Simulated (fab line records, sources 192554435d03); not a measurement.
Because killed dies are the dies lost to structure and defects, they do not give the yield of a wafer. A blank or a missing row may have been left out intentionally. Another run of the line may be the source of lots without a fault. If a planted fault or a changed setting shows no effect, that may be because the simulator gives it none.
Matching of chambers + flow n5_finfet + N5_SD_EPI_N_SD_RECESS_17 on rie_si-06: 4 sister chambers
The step chemistry HBr/Cl2/O2, target depth 41 nm, time 23.7 s, bt time 3 s. 8 wafers are shown with their chamber, then 7 later ones without.

EACH WAFER AND ITS CHAMBER
| wafer  | chamber | throttle_valve_pct (%) | oes_product_au (a.u.) |
|--------|---------|------------------------|-----------------------|
| L123.4 | 1       | 37.6                   | 0.969                 |
| L129.2 | 0       | 37.8                   | 1.017                 |
| L131.1 | 0       | 37.7                   | 1.010                 |
| L132.1 | 3       | 36.9                   | 0.986                 |
| L132.2 | 1       | 37.6                   | 0.968                 |
| L132.4 | 2       | 36.8                   | 1.031                 |
| L133.3 | 2       | 36.8                   | 1.023                 |
| L133.4 | 3       | 36.9                   | 0.985                 |

WAFERS WITHOUT THEIR CHAMBER
| wafer  | throttle_valve_pct (%) | oes_product_au (a.u.) |
|--------|------------------------|-----------------------|
| L133.5 | 37.6                   | 0.961                 |
| L134.1 | 37.8                   | 1.003                 |
| L134.2 | 36.9                   | 0.981                 |
| L134.4 | 37.6                   | 0.969                 |
| L138.1 | 37.6                   | 0.966                 |
| L138.4 | 37.8                   | 1.016                 |
| L138.5 | 36.9                   | 0.988                 |

WHICH CHAMBER EACH ONE RAN IN
| wafer  | from the rows above | in truth |
|--------|---------------------|----------|
| L133.5 | 1                   | 1        |
| L134.1 | 0                   | 0        |
| L134.2 | 3                   | 3        |
| L134.4 | 1                   | 1        |
| L138.1 | 1                   | 1        |
| L138.4 | 0                   | 0        |
| L138.5 | 3                   | 3        |
Correct placement for 7 of the 7. From these rows, 0 cannot be placed. 0 placed wrongly.
How it was worked out, from the rows above alone: a wafer's distance from a chamber is the root of the sum, over the readings, of the square of ((its reading less the chamber's mean) divided by the reading's scatter). If the next closest chamber is less than 2 further off than the closest, the wafer can't be placed; otherwise it belongs to the closest. For every chamber, the mean is computed from those of its wafers that are shown. The scatter: the root of (the sum of the squares of (reading less its chamber's mean) over the shown wafers, divided by (wafers less chambers)).
